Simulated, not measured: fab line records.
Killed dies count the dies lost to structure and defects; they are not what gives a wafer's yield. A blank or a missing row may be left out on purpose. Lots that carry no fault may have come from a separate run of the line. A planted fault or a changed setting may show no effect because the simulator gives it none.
fab line records	flow n5-finfet
record: lots: 7	wafers: 39
route steps=1938 shown DUMMY_GATE@228 HKMG_FIN@438 MOL_CONTACT_COAG@531
start-h: hours from the record's opening day to when the first of the lot's shown wafers began	wait-h: time in hours since the lot's previous step	" identical to the entry in the row above	L1.1+2: a single row standing in for several wafers	- no value present, or no start provided	* or withheld: withheld	< > ~ a bound
route shown NAME@n: a module of which the file shows steps, and the number in the route of the first	usual: the fault-free wafers' mean and standard deviation	same: alike in all rows	chamber/n: place in a boat	sites: each site's reading	_std_site: the standard deviation of these	_edge_site: mean of outer sites minus mean of inner sites	radius-mm: for every site, how far away it sits from the centre of the wafer	mask NAME#n: copy n	behind: tool/chamber where the wafer was last shaped	hold: what put the lot on hold/how long, in hours/how the hold closed	device: whichever transistor did not switch (one of n, p or np)	end of line: the tests these same wafers got at the end of their route	a step without rows: its recipe alone	killed: dies lost to structure and defects at the first sort, not the wafer's yield	map: the dies of a wafer, with x for killed, . for not killed, _ for no die there
set.NAME: the setting as run; set.NAME@STEP: as run at that earlier step	model.NAME: the simulator's own value behind a step, which no gauge read
one table per step and one row per wafer, for lots whose settings were changed on purpose
== steps ==
step: N5_DUMMY_GATE_EXPOSE_12
recipe: mask-id: GATE	na: 0.33	source-shape: annular	sigma-inner: 0.2	sigma-outer: 0.6	polarization: unpolarized	target-cd-nm: 25	dose-mj: 34
lot.wafer	tool	chamber	start-h	wait-h	mask	set.dose-mj
L074.1+2+3+4+5+6	euv-scanner-02	0	48.48	-	GATE#0	34
L075.1+4+6	euv-scanner-01	0	53.84	-	GATE#0	34
L080.1+3+4	euv-scanner-02	0	81.65	-	GATE#0	36.07
L080.2+5+6	"	0	"	"	GATE#0	34
L081.1+4+5	euv-scanner-01	0	87.85	-	GATE#0	34
L081.2+3+6	"	0	"	"	GATE#0	35.43
L082.1+5+6	euv-scanner-01	0	97.56	-	GATE#0	34
L082.2+3+4	"	0	"	"	GATE#0	36.09
L089.1+4+6	euv-scanner-02	0	135.87	-	GATE#0	32.61
L089.2+3+5	"	0	"	"	GATE#0	34
L090.1+5+6	euv-scanner-02	0	144.06	-	GATE#0	34
L090.2+3+4	"	0	"	"	GATE#0	32.47
step: N5_DUMMY_GATE_PEB_13
recipe: peb-temp-c: 100	peb-time-s: 60	resist: CAR-EUV
step: N5_DUMMY_GATE_DEVELOP_14
recipe: develop-time-s: 30	developer: TMAH	resist: CAR-EUV	rinse-liquid: surfactant-rinse	dry: air-spin	dev-temp-c: 23
step: N5_DUMMY_GATE_CD_MEAS_15
recipe: target-cd-nm: 25.8	landing-energy-ev: 500	detector: se-inlens
usual: cd-nm: 25.08/0.23
lot.wafer	tool	chamber	start-h	wait-h	set.dose-mj@DUMMY_GATE_EXPOSE_12	cd-nm
L074.1	cd-sem-02	0	48.60	-	34	24.75
L074.2	"	0	"	"	34	25.14
L074.3	"	0	"	"	34	25.10
L074.4	"	0	"	"	34	25.14
L074.5	"	0	"	"	34	25.18
L074.6	"	0	"	"	34	25.18
L075.1	cd-sem-02	0	53.97	-	34	25.36
L075.4	"	0	"	"	34	25.05
L075.6	"	0	"	"	34	25.13
L080.1	cd-sem-01	0	81.77	-	36.07	23.72
L080.2	"	0	"	"	34	25.05
L080.3	"	0	"	"	36.07	24.29
L080.4	"	0	"	"	36.07	23.81
L080.5	"	0	"	"	34	24.66
L080.6	"	0	"	"	34	24.87
L081.1	cd-sem-02	0	87.98	-	34	24.97
L081.2	"	0	"	"	35.43	24.17
L081.3	"	0	"	"	35.43	24.59
L081.4	"	0	"	"	34	25.14
L081.5	"	0	"	"	34	24.90
L081.6	"	0	"	"	35.43	24.54
L082.1	cd-sem-02	0	97.69	-	34	25.27
L082.2	"	0	"	"	36.09	23.74
L082.3	"	0	"	"	36.09	24.15
L082.4	"	0	"	"	36.09	23.97
L082.5	"	0	"	"	34	25.01
L082.6	"	0	"	"	34	24.76
L089.1	cd-sem-01	0	135.99	-	32.61	25.96
L089.2	"	0	"	"	34	24.75
L089.3	"	0	"	"	34	25.23
L089.4	"	0	"	"	32.61	25.96
L089.5	"	0	"	"	34	25.26
L089.6	"	0	"	"	32.61	26.08
L090.1	cd-sem-03	0	144.19	-	34	24.92
L090.2	"	0	"	"	32.47	25.96
L090.3	"	0	"	"	32.47	25.95
L090.4	"	0	"	"	32.47	25.85
L090.5	"	0	"	"	34	24.97
L090.6	"	0	"	"	34	25.26
step: N5_DUMMY_GATE_STRIP_38
recipe: chemistry: N2/H2	temp-c: 40	n2-flow-sccm: 200	h2-flow-sccm: 200	rf-frequency-hz: 6e+07
step: N5_DUMMY_GATE_STRIP_39
recipe: chemistry: N2/H2	temp-c: 40	n2-flow-sccm: 200	h2-flow-sccm: 200	rf-frequency-hz: 6e+07
step: N5_DUMMY_GATE_TRIM_49
recipe: chemistry: O2	resist: SOC	time-s: 29	target-cd-nm: 14	source-power-w: 300	bias-power-w: 0	O2_flow_sccm: 100	temp-c: 20
lot.wafer	tool	chamber	start-h	wait-h	set.dose-mj@DUMMY_GATE_EXPOSE_12	model.DUMMY_GATE.cd-nm
L074.1+2+5	rie-si-02	2,3,2	48.96	0.0	34	13.6
L074.3+4+6	"	1,0,3	"	"	34	13.8
L075.1+4+6	rie-si-05	0,0,3	54.33	0.0	34	14
L080.1+3	rie-si-05	1,2	82.44	0.0	36.07	13.4
L080.2	"	3	"	"	34	14.2
L080.4	"	0	"	"	36.07	13
L080.5+6	"	0,3	"	"	34	14
L081.1	rie-si-04	2	88.44	0.0	34	14.2
L081.2	"	3	"	"	35.43	13.2
L081.3+6	"	0	"	"	35.43	13
L081.4	"	1	"	"	34	13.8
L081.5	"	1	"	"	34	14
L082.1	rie-si-04	1	98.40	0.0	34	14
L082.2	"	0	"	"	36.09	12.6
L082.3	"	2	"	"	36.09	13.2
L082.4	"	3	"	"	36.09	12.8
L082.5+6	"	1,2	"	"	34	14.2
L089.1	rie-si-04	1	136.35	0.0	32.61	14.8
L089.2+3	"	0,2	"	"	34	14.2
L089.4	"	3	"	"	32.61	14.6
L089.5	"	1	"	"	34	14
L089.6	"	2	"	"	32.61	15
L090.1	rie-si-05	1	144.55	0.0	34	14.4
L090.2	"	0	"	"	32.47	14.6
L090.3	"	3	"	"	32.47	14.8
L090.4	"	1	"	"	32.47	15.4
L090.5+6	"	3,0	"	"	34	13.8
step: N5_DUMMY_GATE_ETCH_31
recipe: chemistry: C4F6/O2	target: SiO2	mask-material: SOC	target-depth-a: 825	time-s: 27.5	ion-energy-ev: 250	pressure-mtorr: 30	source-w: 345	bias-w: 185	Ar_flow_sccm: 300	C4F6_flow_sccm: 10	O2_flow_sccm: 10
lot.wafer	tool	chamber	start-h	wait-h	set.target-depth-a	model.etch.depth-nm	model.SOC_of_DUMMY_GATE_COAT_34.thk-nm
L074.1	rie-diel-05	3	49.16	0.0	738.8	74.32	52.6
L074.2	"	2	"	"	825	82.74	52
L074.3	"	0	"	"	738.8	73.03	52.6
L074.4	"	0	"	"	825	81.98	51.8
L074.5	"	3	"	"	825	83.36	51.6
L074.6	"	2	"	"	738.8	74.19	52.6
L075.1	rie-diel-04	3	54.73	0.2	825	84.4	51.4
L075.4	"	1	"	"	825	82.16	51.6
L075.6	"	0	"	"	825	82.36	51.6
L080.1	rie-diel-02	1	82.63	0.0	776.1	77.1	52.4
L080.2	"	0	"	"	776.1	76.26	52.2
L080.3	"	2	"	"	776.1	77.2	52.4
L080.4	"	1	"	"	825	81.63	52
L080.5	"	0	"	"	825	80.34	52
L080.6	"	2	"	"	825	82.42	51.8
L081.1	rie-diel-04	2	88.68	0.0	825	83.64	52.2
L081.2	"	1	"	"	825	80.97	52.4
L081.3	"	3	"	"	825	83.48	51.8
L081.4	"	0	"	"	825	80.97	52.2
L081.5	"	2	"	"	825	83.17	52.4
L081.6	"	1	"	"	825	81.74	52.2
L082.1	rie-diel-05	1	98.62	0.0	825	79.38	52
L082.2	"	0	"	"	825	82.75	51.8
L082.3	"	3	"	"	825	83.42	51.8
L082.4	"	2	"	"	825	83.3	51.6
L082.5	"	3	"	"	825	83.91	51.4
L082.6	"	0	"	"	825	83.08	51.6
L089.1	rie-diel-05	2	136.55	0.0	783.2	79.81	52.2
L089.2	"	0	"	"	783.2	79.52	52.4
L089.3	"	3	"	"	825	85.25	51.8
L089.4	"	1	"	"	825	79.74	52.2
L089.5	"	2	"	"	825	84.69	52
L089.6	"	1	"	"	783.2	75.9	52.6
L090.1	rie-diel-05	3	144.75	0.0	825	84.2	51.6
L090.2	"	2	"	"	924	95.02	50.6
L090.3	"	0	"	"	924	93.88	50.6
L090.4	"	1	"	"	825	80.63	51.8
L090.5	"	2	"	"	825	84.51	51.6
L090.6	"	1	"	"	924	89.84	51
step: N5_DUMMY_GATE_ETCH_44
recipe: chemistry: HBr/O2	over-etch-frac: 0.7	target-depth-a: 1275	stop-on: SiO2	ion-energy-ev: 60	bias-w: 20	target: poly-Si	mask-material: SiO2	pressure-mtorr: 20	icp-w: 400	HBr_flow_sccm: 120	O2_flow_sccm: 10
usual: oes-product-au: 0.721/0.011
lot.wafer	tool	chamber	start-h	wait-h	set.target-depth-a	set.dose-mj@DUMMY_GATE_EXPOSE_12	oes-product-au	model.DUMMY_GATE.cd-nm
L074.1	rie-si-05	1	49.49	0.0	1275	34	0.712	14.6
L074.2	"	3	"	"	1275	34	0.737	14.8
L074.3	"	2	"	"	1185	34	0.749	15.2
L074.4	"	0	"	"	1185	34	0.738	15
L074.5	"	1	"	"	1185	34	0.730	14.6
L074.6	"	0	"	"	1275	34	0.719	15
L075.1	rie-si-05	2	55.07	0.0	1275	34	0.723	15.2
L075.4	"	3	"	"	1275	34	0.743	15.2
L075.6	"	2	"	"	1275	34	0.724	15
L080.1	rie-si-02	2	82.97	0.0	1126	36.07	0.777	14.8
L080.2	"	3	"	"	1275	34	0.716	15.4
L080.3	"	0	"	"	1275	36.07	0.734	14.4
L080.4	"	1	"	"	1126	36.07	0.762	14.2
L080.5	"	3	"	"	1275	34	0.708	15
L080.6	"	2	"	"	1126	34	0.773	15
L081.1	rie-si-02	0	89.01	0.0	1275	34	0.731	15.2
L081.2	"	3	"	"	1275	35.43	0.711	14.2
L081.3	"	1	"	"	1275	35.43	0.716	14.2
L081.4	"	2	"	"	1439	34	0.684	15
L081.5	"	3	"	"	1439	34	0.676	14.8
L081.6	"	0	"	"	1439	35.43	0.681	14.4
L082.1	rie-si-05	1	98.95	0.0	1275	34	0.697	15.2
L082.2	"	2	"	"	1275	36.09	0.721	13.8
L082.3	"	0	"	"	1439	36.09	0.674	14.2
L082.4	"	2	"	"	1439	36.09	0.681	14
L082.5	"	0	"	"	1275	34	0.706	15.4
L082.6	"	1	"	"	1439	34	0.666	15.2
L089.1	rie-si-02	2	136.88	0.0	1275	32.61	0.726	15.6
L089.2	"	3	"	"	1362	34	0.696	15.2
L089.3	"	1	"	"	1362	34	0.695	15.2
L089.4	"	0	"	"	1275	32.61	0.727	15.8
L089.5	"	2	"	"	1275	34	0.725	15
L089.6	"	3	"	"	1362	32.61	0.693	16.2
L090.1	rie-si-02	3	145.09	0.0	1275	34	0.718	15.6
L090.2	"	1	"	"	1275	32.47	0.723	15.8
L090.3	"	0	"	"	1115	32.47	0.779	16.4
L090.4	"	2	"	"	1115	32.47	0.775	16.8
L090.5	"	1	"	"	1115	34	0.767	15
L090.6	"	2	"	"	1275	34	0.718	15.2
step: N5_DUMMY_GATE_ETCH_42
recipe: chemistry: CHF3/O2	target: SiO2	target-depth-a: 35	time-s: 31	ion-energy-ev: 30	bias-w: 12	pressure-mtorr: 30	source-w: 600	Ar_flow_sccm: 200	CHF3_flow_sccm: 50	O2_flow_sccm: 5
lot.wafer	tool	chamber	start-h	wait-h	set.dose-mj@DUMMY_GATE_EXPOSE_12	model.DUMMY_GATE.cd-nm
L074.1+2	rie-diel-05	0,3	49.65	0.0	34	14.6
L074.3+4	"	2,0	"	"	34	15
L074.5	"	3	"	"	34	14.4
L074.6	"	2	"	"	34	14.8
L075.1	rie-diel-02	2	55.23	0.0	34	15.4
L075.4	"	1	"	"	34	15.2
L075.6	"	1	"	"	34	15
L080.1	rie-diel-04	3	83.13	0.0	36.07	14.6
L080.2	"	0	"	"	34	15.4
L080.3	"	2	"	"	36.07	14.4
L080.4	"	3	"	"	36.07	14
L080.5+6	"	2,0	"	"	34	15
L081.1	rie-diel-05	0	89.18	0.1	34	15.4
L081.2+6	"	1,3	"	"	35.43	14.2
L081.3	"	2	"	"	35.43	14
L081.4+5	"	3,0	"	"	34	15
L082.1+6	rie-diel-04	3,1	99.11	0.0	34	15.2
L082.2	"	0	"	"	36.09	13.8
L082.3	"	2	"	"	36.09	14.2
L082.4	"	1	"	"	36.09	14
L082.5	"	0	"	"	34	15.4
L089.1	rie-diel-02	2	137.04	0.0	32.61	15.6
L089.2	"	3	"	"	34	15.4
L089.3	"	0	"	"	34	15.2
L089.4	"	2	"	"	32.61	15.8
L089.5	"	0	"	"	34	15
L089.6	"	3	"	"	32.61	16.2
L090.1	rie-diel-02	3	145.25	0.0	34	15.6
L090.2	"	0	"	"	32.47	15.8
L090.3	"	2	"	"	32.47	16.4
L090.4	"	0	"	"	32.47	16.8
L090.5+6	"	3,2	"	"	34	15.2
step: N5_HKMG_FIN_ETCH_35
recipe: chemistry: N2/H2	target: SOC	target-depth-a: 2158	ion-energy-ev: 65	bias-w: 5	source-w: 3000	time-s: 243.4	pressure-mtorr: 30	n2-flow-sccm: 200	h2-flow-sccm: 200
usual: rf-vpp-V: 141.7/1.1
lot.wafer	tool	chamber	start-h	wait-h	set.source-w	rf-vpp-V	model.etch.depth-nm	model.SOC_of_HKMG_FIN_COAT_29.thk-nm	model.HKMG_FIN.feature-depth-nm
L075.1	rie-diel-06	3	85.05	0.0	3000	140.7	210.7	90.6	210.8
L075.4	"	2	"	"	3000	141.7	213.2	88.2	213.2
L075.6	"	3	"	"	3000	141.4	209.1	91.4	209
L074.1	rie-diel-01	0	85.65	0.0	3000	142.3	212.5	87.8	212.4
L074.2	"	3	"	"	3167	139.0	226.8	72.6	226.8
L074.3	"	2	"	"	3167	139.8	222.5	77.2	222.4
L074.4	"	1	"	"	3000	139.1	219.4	80.2	219.4
L074.5	"	0	"	"	3167	139.7	221.5	78.6	221.4
L074.6	"	1	"	"	3000	140.9	219.8	80.2	219.8
L080.1	rie-diel-01	0	113.88	0.0	3218	138.4	220.8	80	220.8
L080.2	"	1	"	"	3000	141.1	216	85	216
L080.3	"	2	"	"	3000	142.4	209.5	90.6	209.6
L080.4	"	3	"	"	3218	139.4	227.5	72.6	227.6
L080.5	"	0	"	"	3218	140.3	220.9	79.6	220.8
L080.6	"	1	"	"	3000	140.8	216.8	84	216.8
L081.1	rie-diel-06	0	120.54	0.0	3382	135.3	232	68	232
L081.2	"	2	"	"	3382	136.4	234.1	66.2	234
L081.3	"	1	"	"	3000	142.4	214.2	85.8	214.2
L081.4	"	0	"	"	3382	135.4	232.2	67.8	232.2
L081.5	"	1	"	"	3000	139.8	213.7	86	213.8
L081.6	"	2	"	"	3000	143.2	211.2	88.4	211.2
L082.1	rie-diel-03	1	127.87	0.0	2439	150.8	180.8	119.2	180.8
L082.2	"	3	"	"	2439	154.6	177.5	121.6	177.6
L082.3	"	0	"	"	3000	140.9	213.8	85.8	213.8
L082.4	"	0	"	"	2439	151.2	178.3	120.8	178.2
L082.5	"	3	"	"	3000	142.9	209.3	89.8	209.4
L082.6	"	1	"	"	3000	142.2	215.1	83.4	215
L089.1	rie-diel-03	2	166.01	0.0	3000	143.3	214.9	84.4	214.8
L089.2	"	1	"	"	3000	140.8	213	86	213
L089.3	"	3	"	"	2631	149.3	187.5	111.4	187.4
L089.4	"	0	"	"	3000	141.0	213	86.4	213
L089.5	"	1	"	"	2631	149.4	192.6	107.6	192.6
L089.6	"	2	"	"	2631	149.7	193.3	106.2	193.2
L090.1	rie-diel-01	0	172.88	0.0	3000	142.7	210.4	89	210.4
L090.2	"	1	"	"	3276	135.1	234.3	64	234.2
L090.3	"	3	"	"	3000	141.2	213.6	84.8	213.6
L090.4	"	2	"	"	3276	136.5	224.5	73.4	224.4
L090.5	"	2	"	"	3000	140.8	209.6	88.8	209.6
L090.6	"	3	"	"	3276	136.4	231.9	67.2	232
step: N5_MOL_CONTACT_COAG_ETCH_105
recipe: chemistry: CF4	target: SiARC	target-depth-a: 156	mask-material: CAR-EUV	time-s: 26	ion-energy-ev: 80	pressure-mtorr: 40	source-w: 545	bias-w: 36	Ar_flow_sccm: 100	cf4-flow-sccm: 100	ends: cleared
usual: rf-vpp-V: 184.0/1
lot.wafer	tool	chamber	start-h	wait-h	set.bias-w	rf-vpp-V
L075.1	rie-diel-01	3	100.05	0.0	36	184.5
L075.4	"	2	"	"	36	183.6
L075.6	"	3	"	"	36	183.7
L074.1	rie-diel-06	1	101.50	0.0	36	184.3
L074.2	"	0	"	"	36	183.6
L074.3	"	3	"	"	29.57	162.8
L074.4	"	2	"	"	29.57	162.4
L074.5	"	3	"	"	36	184.2
L074.6	"	0	"	"	29.57	160.8
L080.1	rie-diel-01	1	127.17	0.0	42.2	202.0
L080.2	"	3	"	"	36	184.6
L080.3	"	0	"	"	42.2	204.2
L080.4	"	2	"	"	36	183.8
L080.5	"	2	"	"	36	184.3
L080.6	"	1	"	"	42.2	202.7
L081.1	rie-diel-01	1	132.96	0.0	40.67	198.2
L081.2	"	3	"	"	40.67	199.1
L081.3	"	0	"	"	36	184.9
L081.4	"	2	"	"	36	184.8
L081.5	"	1	"	"	40.67	198.2
L081.6	"	0	"	"	36	185.3
L082.1	rie-diel-06	3	140.08	0.0	36	184.6
L082.2	"	2	"	"	41.69	203.5
L082.3	"	0	"	"	36	182.9
L082.4	"	2	"	"	36	185.1
L082.5	"	3	"	"	41.69	201.7
L082.6	"	0	"	"	41.69	201.7
L089.1	rie-diel-01	0	177.93	0.0	41.29	202.3
L089.2	"	3	"	"	41.29	200.8
L089.3	"	2	"	"	41.29	200.3
L089.4	"	1	"	"	36	183.1
L089.5	"	2	"	"	36	185.8
L089.6	"	1	"	"	36	183.0
L090.1	rie-diel-01	0	185.14	0.0	36	184.4
L090.2	"	1	"	"	36	184.7
L090.3	"	2	"	"	36	184.0
L090.4	"	1	"	"	36	183.5
L090.5	"	2	"	"	36	184.6
L090.6	"	0	"	"	36	185.9
step: N5_MOL_CONTACT_COAG_ETCH_15
recipe: chemistry: CH3F/O2	target: SiNx	target-depth-a: 70	mask-material: SOC	stop-on: Si:P	over-etch-frac: 0.75	ion-energy-ev: 120	pressure-mtorr: 30	source-w: 395	bias-w: 73	Ar_flow_sccm: 150	CH3F_flow_sccm: 30	O2_flow_sccm: 20
usual: rf-vpp-V: 298/4.4
lot.wafer	tool	chamber	start-h	wait-h	set.source-w	rf-vpp-V
L075.1	rie-diel-01	3	100.21	0.0	395	297
L075.4	"	2	"	"	395	291
L075.6	"	3	"	"	395	298
L074.1	rie-diel-06	1	101.66	0.0	395	292
L074.2	"	0	"	"	418.2	295
L074.3	"	3	"	"	418.2	289
L074.4	"	2	"	"	395	304
L074.5	"	3	"	"	395	296
L074.6	"	0	"	"	418.2	296
L080.1	rie-diel-01	1	127.34	0.0	395	296
L080.2	"	3	"	"	395	299
L080.3	"	0	"	"	470.6	277
L080.4	"	2	"	"	395	291
L080.5	"	2	"	"	470.6	268
L080.6	"	1	"	"	470.6	273
L081.1	rie-diel-01	1	133.12	0.0	440.1	281
L081.2	"	3	"	"	440.1	283
L081.3	"	0	"	"	395	300
L081.4	"	2	"	"	395	291
L081.5	"	1	"	"	395	296
L081.6	"	0	"	"	440.1	285
L082.1	rie-diel-06	3	140.24	0.0	395	297
L082.2	"	2	"	"	395	302
L082.3	"	0	"	"	395	303
L082.4	"	2	"	"	395	305
L082.5	"	3	"	"	395	297
L082.6	"	0	"	"	395	303
L089.1	rie-diel-01	0	178.09	0.0	468.2	275
L089.2	"	3	"	"	395	297
L089.3	"	2	"	"	468.2	271
L089.4	"	1	"	"	468.2	273
L089.5	"	2	"	"	395	290
L089.6	"	1	"	"	395	296
L090.1	rie-diel-01	0	185.30	0.0	395	300
L090.2	"	1	"	"	395	295
L090.3	"	2	"	"	395	291
L090.4	"	1	"	"	395	295
L090.5	"	2	"	"	395	291
L090.6	"	0	"	"	395	299
step: N5_MOL_CONTACT_COAG_SPUTTER_130
recipe: material: Co	target-thk-a: 475	temp-c: 25	chamber-pressure-pa: 0.5	power-w: 3000
lot.wafer	tool	chamber	start-h	wait-h	set.power-w	model.Co_of_MOL_CONTACT_COAG_SPUTTER_130.thk-nm
L075.1	pvd-sputter-03	-	107.30	0.0	3000	46.4
L075.4	"	-	"	"	3000	47.6
L075.6	"	-	"	"	3000	47.4
L074.1	pvd-sputter-03	-	110.28	0.0	3000	47.4
L074.2	"	-	"	"	3208	50
L074.3	"	-	"	"	3208	50.8
L074.4	"	-	"	"	3208	51.2
L074.5	"	-	"	"	3000	48.2
L074.6	"	-	"	"	3000	47.6
L080.1+3	pvd-sputter-01	-	134.94	0.1	3000	46.2
L080.2	"	-	"	"	2608	41.6
L080.4	"	-	"	"	3000	47.2
L080.5	"	-	"	"	2608	40.4
L080.6	"	-	"	"	2608	41.4
L081.1	pvd-sputter-02	-	139.70	0.0	3000	47.2
L081.2+3+4	"	-	"	"	3000	46.6
L081.5	"	-	"	"	3000	47
L081.6	"	-	"	"	3000	46.8
L082.1	pvd-sputter-03	-	146.33	0.0	3000	48.4
L082.2+4+5	"	-	"	"	3000	48
L082.3+6	"	-	"	"	3000	47.4
L089.1+3	pvd-sputter-03	-	183.27	0.0	2654	42
L089.2	"	-	"	"	3000	46.8
L089.4	"	-	"	"	3000	48
L089.5	"	-	"	"	2654	43
L089.6	"	-	"	"	3000	47.8
L090.1	pvd-sputter-01	-	193.57	0.0	3000	48.8
L090.2	"	-	"	"	2447	39.4
L090.3	"	-	"	"	2447	38.2
L090.4	"	-	"	"	3000	47.4
L090.5	"	-	"	"	2447	38.4
L090.6	"	-	"	"	3000	48.6
== key ==
split: step: N5_DUMMY_GATE_EXPOSE_12	setting: dose-mj	stated: 34	by: wafer
response: step: N5_DUMMY_GATE_CD_MEAS_15	reading: cd-nm	change: -0.171	per: 1%	r: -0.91
response: step: N5_DUMMY_GATE_TRIM_49	reading: model.DUMMY_GATE.cd-nm	change: -0.182	per: 1%	r: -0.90
response: step: N5_DUMMY_GATE_ETCH_44	reading: model.DUMMY_GATE.cd-nm	change: -0.175	per: 1%	r: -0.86
response: step: N5_DUMMY_GATE_ETCH_42	reading: model.DUMMY_GATE.cd-nm	change: -0.186	per: 1%	r: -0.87
split: step: N5_DUMMY_GATE_ETCH_31	setting: target-depth-a	stated: 825	by: wafer
response: step: N5_DUMMY_GATE_ETCH_31	reading: model.etch.depth-nm	change: +0.834	per: 1%	r: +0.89
response: step: N5_DUMMY_GATE_ETCH_31	reading: model.SOC_of_DUMMY_GATE_COAT_34.thk-nm	change: -0.0763	per: 1%	r: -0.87
split: step: N5_DUMMY_GATE_ETCH_44	setting: target-depth-a	stated: 1275	by: wafer
response: step: N5_DUMMY_GATE_ETCH_44	reading: oes-product-au	change: -0.00353	per: 1%	r: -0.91
split: step: N5_HKMG_FIN_ETCH_35	setting: source-w	stated: 3000	by: wafer
response: step: N5_HKMG_FIN_ETCH_35	reading: rf-vpp-V	change: -0.525	per: 1%	r: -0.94
response: step: N5_HKMG_FIN_ETCH_35	reading: model.etch.depth-nm	change: +1.73	per: 1%	r: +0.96
response: step: N5_HKMG_FIN_ETCH_35	reading: model.SOC_of_HKMG_FIN_COAT_29.thk-nm	change: -1.74	per: 1%	r: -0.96
response: step: N5_HKMG_FIN_ETCH_35	reading: model.HKMG_FIN.feature-depth-nm	change: +1.73	per: 1%	r: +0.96
split: step: N5_MOL_CONTACT_COAG_ETCH_105	setting: bias-w	stated: 36	by: wafer
response: step: N5_MOL_CONTACT_COAG_ETCH_105	reading: rf-vpp-V	change: +1.14	per: 1%	r: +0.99
split: step: N5_MOL_CONTACT_COAG_ETCH_15	setting: source-w	stated: 395	by: wafer
response: step: N5_MOL_CONTACT_COAG_ETCH_15	reading: rf-vpp-V	change: -1.13	per: 1%	r: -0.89
split: step: N5_MOL_CONTACT_COAG_SPUTTER_130	setting: power-w	stated: 3000	by: wafer
response: step: N5_MOL_CONTACT_COAG_SPUTTER_130	reading: model.Co_of_MOL_CONTACT_COAG_SPUTTER_130.thk-nm	change: +0.474	per: 1%	r: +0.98
